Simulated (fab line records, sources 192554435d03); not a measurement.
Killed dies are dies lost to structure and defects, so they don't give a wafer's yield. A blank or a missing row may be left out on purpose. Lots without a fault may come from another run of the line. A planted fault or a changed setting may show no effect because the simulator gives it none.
fab line records | flow n5_finfet
record lots=6 wafers=18 last_day=18
route steps=1938 shown BEOL_M3@959 BEOL_M4@1111
lots that met no fault: from a run of the same line without faults
start_h: hours from the record's first day to the start of the lot's first wafer shown | wait_h: hours since the lot's step before | " the same as in the row above | L1.1+2: a row that stands for several wafers | - no value, or no start given | * or withheld: withheld | < > ~ a bound
route shown NAME@n: a module of which the file shows steps, and the number in the route of the first | usual: mean/standard deviation of fault-free wafers | same: alike in all rows | chamber/n: place in a boat | sites: the reading at each site | _std_site: their standard deviation | _edge_site: outer sites' mean less inner sites' | radius_mm: how far each site lies from the wafer's centre | mask NAME#n: copy n | behind: the tool/chamber that last shaped the wafer | hold: why the lot was held/for how many hours/how that ended | device: the transistor (n, p or np) that didn't switch | end of line: the same wafers' tests at the end of the route | a step without rows: its recipe alone | killed: dies lost to structure and defects at the first sort, not the wafer's yield | map: a wafer's dies, x killed, . not, _ none there
set.NAME: the setting as run; set.NAME@STEP: as run at that earlier step | model.NAME: the simulator's own value behind a step, which no gauge read
lots at some steps of the route; a table a step, a row a wafer
services: from which hour (start_h, from the record's first day; less than 0 if before it) a tool's chamber was out of use, for how many hours, and why
## steps
# step N5_BEOL_M3_COAT_76
# recipe resist=underlayer temp_c=205 time_s=60 spin_rpm=1500 resist_thk_nm=5
# step N5_BEOL_M3_COAT_22
# recipe resist=CAR-EUV spin_rpm=1500 resist_thk_nm=30
# step N5_BEOL_M3_EBR_24
# recipe solvent=PGMEA ebr_width_mm=1.5
# step N5_BEOL_M3_SOFTBAKE_23
# recipe temp_c=110 time_s=60 resist=CAR-EUV
# step N5_BEOL_M3_EXPOSE_25
# recipe mask_id=V2 na=0.33 source_shape=quasar sigma_inner=0.2 sigma_outer=0.8 polarization=unpolarized defocus_nm=5 dose_mj=63
# step N5_BEOL_M3_PEB_26
# recipe peb_temp_c=100 peb_time_s=60 resist=CAR-EUV
# step N5_BEOL_M3_DEVELOP_27
# recipe develop_time_s=30 developer=TMAH resist=CAR-EUV rinse_liquid=surfactant_rinse dry=air_spin dev_temp_c=23
# step N5_BEOL_M3_CD_MEAS_28
# recipe target_cd_nm=25.7 landing_energy_ev=500 detector=se_inlens target_cd_y_nm=23.3 polarity=opening
# usual cd_nm=25.71/0.21
# columns lot.wafer tool chamber start_h wait_h cd_nm
L459.1 cd_sem-01 0 181.97 - 25.82
L459.5 " 0 " " 25.82
L459.6 " 0 " " 26.04
L463.3 cd_sem-01 0 207.64 - 25.65
L463.4 " 0 " " 25.36
L463.6 " 0 " " 25.82
L466.1 cd_sem-02 0 230.50 - 25.76
L466.3 " 0 " " 25.72
L466.5 " 0 " " 25.84
L467.2 cd_sem-03 0 234.44 - 25.51
L467.3 " 0 " " 25.89
L467.4 " 0 " " 25.95
L469.3 cd_sem-01 0 248.70 - 25.57
L469.4 " 0 " " 25.67
L469.5 " 0 " " 25.41
L473.2 cd_sem-01 0 284.67 - 25.38
L473.4 " 0 " " 25.75
L473.5 " 0 " " 25.97
# step N5_BEOL_M3_OVL_MEAS_29
# recipe points_per_wafer=522
# usual V2_OVL=0.0/0.65
# columns lot.wafer tool chamber start_h wait_h V2_OVL[nm]
L459.1 overlay-02 0 182.00 0.0 -0.3
L459.5 " 0 " " -1.1
L459.6 " 0 " " -0.8
L463.3 overlay-02 0 207.68 0.0 -0.5
L463.4 " 0 " " 1.0
L463.6 " 0 " " -0.4
L466.1 overlay-02 0 230.53 0.0 0.2
L466.3 " 0 " " 0.5
L466.5 " 0 " " -0.8
L467.2 overlay-02 0 234.48 0.0 -0.8
L467.3 " 0 " " -0.1
L467.4 " 0 " " -1.5
L469.3 overlay-02 0 248.74 0.0 -0.3
L469.4 " 0 " " -0.1
L469.5 " 0 " " -0.7
L473.2 overlay-01 0 284.70 0.0 0.4
L473.4 " 0 " " 0.4
L473.5 " 0 " " 0.8
# step N5_BEOL_M3_INSPECT_30
# recipe mode=adi inspect_instrument=brightfield
# usual raw_defect_count=408/90
# columns lot.wafer tool chamber start_h wait_h raw_defect_count
L459.1 defect_inspect-02 - 182.05 0.1 476
L459.5 " - " " 369
L459.6 " - " " 411
L463.3 defect_inspect-02 - 207.72 0.0 381
L463.4 " - " " 477
L463.6 " - " " 423
L466.1 defect_inspect-01 - 230.59 0.1 294
L466.3 " - " " 373
L466.5 " - " " 402
L467.2 defect_inspect-02 - 234.53 0.0 416
L467.3 " - " " 521
L467.4 " - " " 554
L469.3 defect_inspect-01 - 248.78 0.0 315
L469.4 " - " " 352
L469.5 " - " " 361
L473.2 defect_inspect-02 - 284.76 0.0 429
L473.4 " - " " 404
L473.5 " - " " 398
# step N5_BEOL_M3_DESCUM_33
# recipe chemistry=O2 time_s=7 source_power_w=50 bias_power_w=20 pressure_mtorr=20 rf_frequency_hz=2.712e+07 temp_c=40 resist=CAR-EUV o2_flow_sccm=225
# usual drypump_motor_current_A=5.8/0.45 oes_product_au=0.79/0.086 rf_vpp_V=243.7/1.3 showerhead_plenum_p_Torr=2.12/0.061 throttle_valve_pct=20.4/0.38
# columns lot.wafer tool chamber start_h wait_h drypump_motor_current_A oes_product_au rf_hours_counter_h rf_vpp_V showerhead_plenum_p_Torr throttle_valve_pct
L459.1 rie_diel-03 1 182.09 0.0 6.0 0.74 170 241.7 2.00 20.6
L459.5 " 2 " " 5.0 0.80 - 243.7 2.12 20.6
L459.6 " 1 " " 6.0 0.76 - 241.4 2.00 20.6
L463.3 rie_diel-02 1 207.76 0.0 5.4 0.83 72 243.7 2.10 19.9
L463.4 " 2 " " 6.6 0.89 31 243.2 2.12 19.8
L463.6 " 3 " " 6.6 0.90 - 244.6 2.22 20.3
L466.1 rie_diel-02 0 230.63 0.0 5.1 0.69 216 242.0 2.06 20.8
L466.3 " 2 " " 6.6 0.88 38 243.5 2.11 19.8
L466.5 " 2 " " 6.6 0.89 - 243.9 2.11 19.8
L467.2 rie_diel-04 2 234.56 0.0 5.7 0.72 170 244.7 2.19 20.8
L467.3 " 0 " " 5.6 0.71 199 242.3 2.07 20.8
L467.4 " 3 " " 5.7 0.98 11 245.0 2.15 19.9
L469.3 rie_diel-04 3 248.91 0.1 5.7 0.96 15 243.8 2.15 19.9
L469.4 " 2 " " 5.7 0.71 174 243.6 2.18 20.9
L469.5 " 0 " " 5.6 0.71 - 241.6 2.07 20.8
L473.2 rie_diel-03 3 284.79 0.0 5.6 0.84 65 244.4 2.22 20.3
L473.4 " 1 " " 5.9 0.73 200 239.8 1.99 20.6
L473.5 " 3 " " 5.7 0.84 - 246.6 2.22 20.3
# step N5_BEOL_M3_ETCH_77
# recipe chemistry=N2/H2 target=underlayer target_depth_a=65 mask_material=CAR-EUV time_s=5.2 ion_energy_ev=200 pressure_mtorr=30 source_w=840 bias_w=150 n2_flow_sccm=200 h2_flow_sccm=200 ends=cleared
# usual drypump_motor_current_A=5.8/0.45 etch_rf_on_time_s=5.20/0.13 oes_product_au=0.67/0.077 rf_vpp_V=524.9/2.3 showerhead_plenum_p_Torr=2.58/0.076 throttle_valve_pct=17.80/0.27
# columns lot.wafer tool chamber start_h wait_h drypump_motor_current_A etch_rf_on_time_s oes_product_au rf_hours_counter_h rf_vpp_V showerhead_plenum_p_Torr throttle_valve_pct
L459.1 rie_diel-03 1 182.12 0.0 6.0 5.34 0.64 170 519.4 2.42 17.92
L459.5 " 2 " " 5.1 5.38 0.67 - 525.1 2.55 17.82
L459.6 " 1 " " 6.0 5.31 0.62 - 522.7 2.42 17.91
L463.3 rie_diel-02 1 207.79 0.0 5.4 5.14 0.71 72 527.7 2.58 17.51
L463.4 " 2 " " 6.6 5.22 0.74 31 526.7 2.61 17.56
L463.6 " 3 " " 6.6 5.09 0.78 - 526.5 2.71 17.72
L466.1 rie_diel-02 0 230.66 0.0 5.1 5.22 0.58 216 524.9 2.51 18.23
L466.3 " 2 " " 6.6 5.14 0.74 38 528.7 2.60 17.58
L466.5 " 2 " " 6.6 5.16 0.73 - 522.9 2.60 17.56
L467.2 rie_diel-04 2 234.60 0.0 5.7 5.18 0.61 170 527.5 2.62 18.12
L467.3 " 0 " " 5.6 5.27 0.60 199 525.7 2.50 18.07
L467.4 " 3 " " 5.8 4.93 0.84 11 525.7 2.62 17.33
L469.3 rie_diel-04 3 248.95 0.0 5.7 4.92 0.83 15 523.9 2.62 17.35
L469.4 " 2 " " 5.7 5.26 0.61 174 527.8 2.62 18.10
L469.5 " 0 " " 5.6 5.27 0.60 - 521.1 2.50 18.08
L473.2 rie_diel-03 3 284.83 0.0 5.6 5.13 0.73 65 527.1 2.69 17.62
L473.4 " 1 " " 6.0 5.23 0.62 200 520.5 2.41 18.00
L473.5 " 3 " " 5.7 5.14 0.73 - 526.9 2.69 17.61
# step N5_BEOL_M3_ETCH_69
# recipe chemistry=CF4 target=SiARC target_depth_a=156 mask_material=CAR-EUV time_s=26 ion_energy_ev=80 pressure_mtorr=40 source_w=545 bias_w=36 Ar_flow_sccm=100 cf4_flow_sccm=100 ends=cleared
# usual drypump_motor_current_A=5.8/0.45 etch_rf_on_time_s=26.1/0.62 mfc_ar_sccm=100.03/0.29 oes_product_au=0.67/0.078 rf_vpp_V=184.5/0.98 showerhead_plenum_p_Torr=2.17/0.057 throttle_valve_pct=15.6/0.34
# columns lot.wafer tool chamber start_h wait_h drypump_motor_current_A etch_rf_on_time_s mfc_ar_sccm oes_product_au rf_hours_counter_h rf_vpp_V showerhead_plenum_p_Torr throttle_valve_pct
L459.1 rie_diel-03 1 182.14 0.0 6.0 26.2 100.29 0.64 170 183.0 2.05 15.8
L459.5 " 2 " " 5.0 27.0 99.97 0.67 - 184.2 2.15 15.7
L459.6 " 1 " " 6.0 26.3 99.93 0.64 - 184.1 2.05 15.8
L463.3 rie_diel-02 1 207.81 0.0 5.4 15.2 100.14 1.00 72 184.5 2.16 15.3
L463.4 " 2 " " 6.6 26.1 99.76 0.75 31 185.6 2.19 15.1
L463.6 " 3 " " 6.6 15.4 100.14 1.06 - 185.5 2.26 15.5
L466.1 rie_diel-02 0 230.68 0.0 5.1 26.2 100.10 0.59 216 183.4 2.11 15.9
L466.3 " 2 " " 6.6 15.5 100.62 1.03 38 184.4 2.19 15.1
L466.5 " 2 " " 6.6 25.8 100.20 0.75 - 185.0 2.19 15.1
L467.2 rie_diel-04 2 234.62 0.0 5.7 26.2 100.12 0.61 170 185.0 2.22 16.0
L467.3 " 0 " " 5.6 26.6 99.87 0.60 199 183.5 2.12 16.0
L467.4 " 3 " " 5.7 24.6 100.41 0.85 11 184.6 2.18 15.0
L469.3 rie_diel-04 3 248.96 0.0 5.7 24.4 99.97 0.84 15 184.7 2.18 15.0
L469.4 " 2 " " 5.7 26.0 100.20 0.61 174 184.9 2.22 16.0
L469.5 " 0 " " 5.6 26.6 99.88 0.60 - 184.3 2.12 16.0
L473.2 rie_diel-03 3 284.84 0.0 5.6 25.8 100.33 0.72 65 185.5 2.26 15.3
L473.4 " 1 " " 6.0 26.7 99.95 0.61 200 182.0 2.04 15.8
L473.5 " 3 " " 5.6 25.6 99.96 0.73 - 186.5 2.26 15.3
# step N5_BEOL_M3_ALD_98
# recipe material=SiO2 target_thk_a=25 temp_c=100 ald_precursor_family=BDEAS ald_co_reactant=O2-plasma pulse_time_s=1 co_reactant_pulse_time_s=1 purge_time_s=2 co_reactant_purge_time_s=2 ald_cycles=17 pressure_torr=2
# usual heater_power_w=76/7.8 precursor_pulse_height_rel=1.000/0.021
# same co_reactant_purge_time_s=2
# columns lot.wafer tool chamber start_h wait_h heater_power_w precursor_pulse_height_rel
L459.1 ald_sin-01 0 182.22 0.1 77 1.013
L459.5 " 2 " " 88 1.010
L459.6 " 1 " " 65 1.013
L463.3 ald_sin-02 0 208.29 0.5 74 1.001
L463.4 " 1 " " 68 0.975
L463.6 " 1 " " 71 1.031
L466.1 ald_sin-01 0 230.76 0.1 78 1.025
L466.3 " 2 " " 88 1.009
L466.5 " 2 " " 90 1.005
L467.2 ald_sin-01 2 234.70 0.1 87 1.027
L467.3 " 3 " " 74 1.022
L467.4 " 0 " " 76 1.006
L469.3 ald_sin-02 1 249.05 0.1 66 0.969
L469.4 " 0 " " 75 1.001
L469.5 " 2 " " 81 1.027
L473.2 ald_sin-01 3 284.93 0.1 72 0.979
L473.4 " 2 " " 88 0.985
L473.5 " 3 " " 73 0.994
# step N5_BEOL_M4_RC_MEAS_101
# usual DIBL_N=35.9/1.4 DIBL_P=35.9/1.7 IOFF_N=0.160/0.026 IOFF_P=0.21/0.036 ION_N=672/11 ION_P=461/8.1 SS_N=71.4/0.54 SS_P=73.2/0.67 VT_N=249.3/2.7 VT_P=-250/3.9
# columns lot.wafer tool chamber start_h wait_h DIBL_N[mV/V] DIBL_P[mV/V] IOFF_N[nA/um] IOFF_P[nA/um] ION_N[uA/um] ION_P[uA/um] SS_N[mV/dec] SS_P[mV/dec] VT_N[mV] VT_P[mV]
L459.1 prober-01 0 197.43 0.0 35.6 36.0 0.145 0.20 664 454 71.7 72.9 250.9 -252
L459.5 " 0 " " 33.9 35.2 0.126 0.19 665 459 70.2 73.1 252.5 -250
L459.6 " 0 " " 35.0 35.5 0.149 0.19 662 459 71.4 72.1 251.5 -251
L463.3 prober-02 0 230.48 0.3 35.7 36.4 0.153 0.22 670 466 71.3 72.6 251.4 -249
L463.4 " 0 " " 38.3 38.4 0.190 0.25 676 466 71.0 73.7 246.9 -247
L463.6 " 0 " " 33.0 33.0 0.111 0.16 655 455 70.1 71.9 256.8 -255
L466.1 prober-01 0 250.32 0.0 37.1 36.1 0.182 0.25 678 466 71.1 74.1 247.4 -245
L466.3 " 0 " " 38.1 37.9 0.199 0.26 676 465 72.3 74.0 247.2 -247
L466.5 " 0 " " 36.6 36.7 0.176 0.25 686 471 71.2 73.4 247.0 -246
L467.2 prober-01 0 254.57 0.2 38.7 38.9 0.234 0.30 702 480 72.1 74.8 240.6 -243
L467.3 " 0 " " 35.7 34.8 0.174 0.23 687 466 72.4 73.2 246.4 -248
L467.4 " 0 " " 36.8 36.1 0.193 0.24 682 464 71.8 74.2 244.8 -246
L469.3 prober-01 0 266.15 0.3 36.5 33.9 0.162 0.19 663 448 72.6 72.6 252.6 -253
L469.4 " 0 " " 35.8 34.6 0.165 0.19 675 454 72.0 73.0 249.6 -252
L469.5 " 0 " " 36.2 34.7 0.167 0.20 662 455 71.4 73.5 249.7 -250
L473.2 prober-02 0 309.51 0.2 36.5 34.8 0.142 0.16 669 456 71.0 73.1 250.3 -257
L473.4 " 0 " " 36.6 35.4 0.139 0.16 658 447 71.4 73.3 253.1 -257
L473.5 " 0 " " 35.4 33.4 0.124 0.14 665 448 70.8 72.6 252.1 -257
## services
# columns tool chamber start_h hours kind
rie_diel-03 - 163.99 0.5 repair
rie_diel-03 2 175.88 5.3 repair
rie_diel-04 3 179.20 - clean
rie_diel-04 3 179.20 - consumable_replace:focus_ring
rie_diel-04 3 179.20 17.8 scheduled_down
rie_diel-04 3 179.20 17.8 vent_cycle
rie_diel-02 3 190.09 4.6 repair
ald_sin-01 1 204.48 3.9 repair
rie_diel-03 0 236.50 2.5 repair
ald_sin-02 1 253.99 2.6 repair
rie_diel-04 1 264.02 3.2 repair
rie_diel-02 1 266.25 1.6 repair
ald_sin-01 - 269.50 14.0 pm
ald_sin-01 0 269.50 14.0 vent_cycle
ald_sin-01 1 269.50 14.0 vent_cycle
ald_sin-01 2 269.50 14.0 vent_cycle
ald_sin-01 3 269.50 14.0 vent_cycle
ald_sin-01 0 283.50 - clean
ald_sin-01 1 283.50 - clean
ald_sin-01 2 283.50 - clean
ald_sin-01 3 283.50 - clean
## key
first_sign step=N5_BEOL_M3_ETCH_69 reading=etch_rf_on_time_s direction=down sigmas=17 usual=* struck=*
effect step=N5_BEOL_M3_ETCH_69 reading=oes_product_au direction=up sigmas=4.6 usual=0.67 struck=1.03
met_at N5_BEOL_M3_ETCH_69
struck_wafers L463.3,L463.6,L466.3
fault kind=process_parameter_drift tool=rie_diel-02 chamber=- onset_h=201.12 steps=N5_BEOL_M3_ETCH_69 channel=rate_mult offset=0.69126 shape=step end_h=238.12 scope=struck_wafers_only
